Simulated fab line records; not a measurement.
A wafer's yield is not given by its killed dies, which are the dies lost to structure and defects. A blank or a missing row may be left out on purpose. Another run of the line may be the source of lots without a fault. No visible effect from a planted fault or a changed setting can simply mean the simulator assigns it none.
Chamber matching || flow n5-finfet || 4 sister chambers for N5_DUMMY_GATE_DESCUM_20 on rie-diel-06
The step chemistry O2, time 6.2 s. 8 wafers are shown with their chamber, then 7 later ones without.

WAFERS, EACH WITH ITS CHAMBER
{"wafer": "L082.5", "chamber": 0, "drypump-motor-current-A (A)": 5.6, "showerhead-plenum-p-Torr (Torr)": 2.18}
{"wafer": "L085.3", "chamber": 2, "drypump-motor-current-A (A)": 6.1, "showerhead-plenum-p-Torr (Torr)": 2.12}
{"wafer": "L085.6", "chamber": 0, "drypump-motor-current-A (A)": 5.6, "showerhead-plenum-p-Torr (Torr)": 2.18}
{"wafer": "L087.1", "chamber": 3, "drypump-motor-current-A (A)": 5.2, "showerhead-plenum-p-Torr (Torr)": 2.21}
{"wafer": "L087.2", "chamber": 1, "drypump-motor-current-A (A)": 5.4, "showerhead-plenum-p-Torr (Torr)": 2.04}
{"wafer": "L087.5", "chamber": 3, "drypump-motor-current-A (A)": 5.2, "showerhead-plenum-p-Torr (Torr)": 2.21}
{"wafer": "L090.2", "chamber": 1, "drypump-motor-current-A (A)": 5.5, "showerhead-plenum-p-Torr (Torr)": 2.04}
{"wafer": "L090.5", "chamber": 2, "drypump-motor-current-A (A)": 6.1, "showerhead-plenum-p-Torr (Torr)": 2.11}

WAFERS WHOSE CHAMBER IS MISSING
{"wafer": "L090.6", "drypump-motor-current-A (A)": 5.2, "showerhead-plenum-p-Torr (Torr)": 2.21}
{"wafer": "L091.2", "drypump-motor-current-A (A)": 6.1, "showerhead-plenum-p-Torr (Torr)": 2.11}
{"wafer": "L091.5", "drypump-motor-current-A (A)": 5.6, "showerhead-plenum-p-Torr (Torr)": 2.18}
{"wafer": "L091.6", "drypump-motor-current-A (A)": 5.2, "showerhead-plenum-p-Torr (Torr)": 2.21}
{"wafer": "L094.3", "drypump-motor-current-A (A)": 5.5, "showerhead-plenum-p-Torr (Torr)": 2.18}
{"wafer": "L094.4", "drypump-motor-current-A (A)": 5.4, "showerhead-plenum-p-Torr (Torr)": 2.04}
{"wafer": "L094.5", "drypump-motor-current-A (A)": 6.1, "showerhead-plenum-p-Torr (Torr)": 2.11}

EACH ONE'S CHAMBER
{"wafer": "L090.6", "from the rows above": 3, "in truth": 3}
{"wafer": "L091.2", "from the rows above": 2, "in truth": 2}
{"wafer": "L091.5", "from the rows above": 0, "in truth": 0}
{"wafer": "L091.6", "from the rows above": 3, "in truth": 3}
{"wafer": "L094.3", "from the rows above": 0, "in truth": 0}
{"wafer": "L094.4", "from the rows above": 1, "in truth": 1}
{"wafer": "L094.5", "from the rows above": 2, "in truth": 2}
7 of 7 placed correctly. Number that these rows cannot place: 0. Number placed wrongly: 0.
How it was worked out, from the rows above alone: a wafer's distance from a chamber is the root of the sum, over the readings, of the square of ((its reading less the chamber's mean) divided by the reading's scatter). If the next closest chamber is less than 2 further off than the closest, the wafer can't be placed; otherwise it belongs to the closest. A chamber's mean is the mean of its shown wafers. The scatter is the square root of a quotient: the sum, over the shown wafers, of each reading's squared deviation from its chamber's mean, divided by wafers minus chambers.
